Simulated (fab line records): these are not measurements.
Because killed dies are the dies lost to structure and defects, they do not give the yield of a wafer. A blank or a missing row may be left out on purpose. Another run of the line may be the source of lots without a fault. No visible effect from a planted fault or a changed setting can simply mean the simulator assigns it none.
Matching of chambers :: flow nand harc :: NHARC_A_WL_FILL_ALD_10 on ald hk-03: 4 sister chambers
The step deposits SiO2, target thk 50 nm, pulse time 10 s, ald cycles 500. 4 wafers are shown with their chamber, then 7 later ones without.

## WAFERS PAIRED WITH THEIR CHAMBERS
wafer: L086.1
chamber: 2
heater power w (W): 475

wafer: L089.6
chamber: 1
heater power w (W): 576

wafer: L093.3
chamber: 3
heater power w (W): 454

wafer: L093.5
chamber: 0
heater power w (W): 512

## WAFERS MISSING THEIR CHAMBER
wafer: L093.6
heater power w (W): 464

wafer: L097.2
heater power w (W): 494

wafer: L097.3
heater power w (W): 518

wafer: L097.4
heater power w (W): 595

wafer: L094.3
heater power w (W): 462

wafer: L094.1
heater power w (W): 586

wafer: L094.4
heater power w (W): 485

## WHICH CHAMBER EACH WENT THROUGH
wafer: L093.6
from the rows above: can't be placed: 3 or 2
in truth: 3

wafer: L097.2
from the rows above: can't be placed: 0 or 2 or 3
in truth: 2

wafer: L097.3
from the rows above: 0
in truth: 0

wafer: L097.4
from the rows above: 1
in truth: 1

wafer: L094.3
from the rows above: can't be placed: 3 or 2
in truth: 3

wafer: L094.1
from the rows above: 1
in truth: 1

wafer: L094.4
from the rows above: can't be placed: 2 or 0 or 3
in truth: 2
3 of 7 placed correctly. From these rows, 4 cannot be placed; in 4 the true chamber is one of the candidates. Number placed wrongly: 0.
How it was worked out, from the rows above alone: a wafer's distance from a chamber is the root of the sum, over the readings, of the square of ((its reading less the chamber's mean) divided by the reading's scatter). If the next closest chamber is less than 2 further off than the closest, the wafer can't be placed; otherwise it belongs to the closest. A chamber's mean is the mean of its shown wafers. The scatter: with one shown wafer a chamber, the root of the mean of the squares of how far each hidden wafer lies from its nearest shown one.
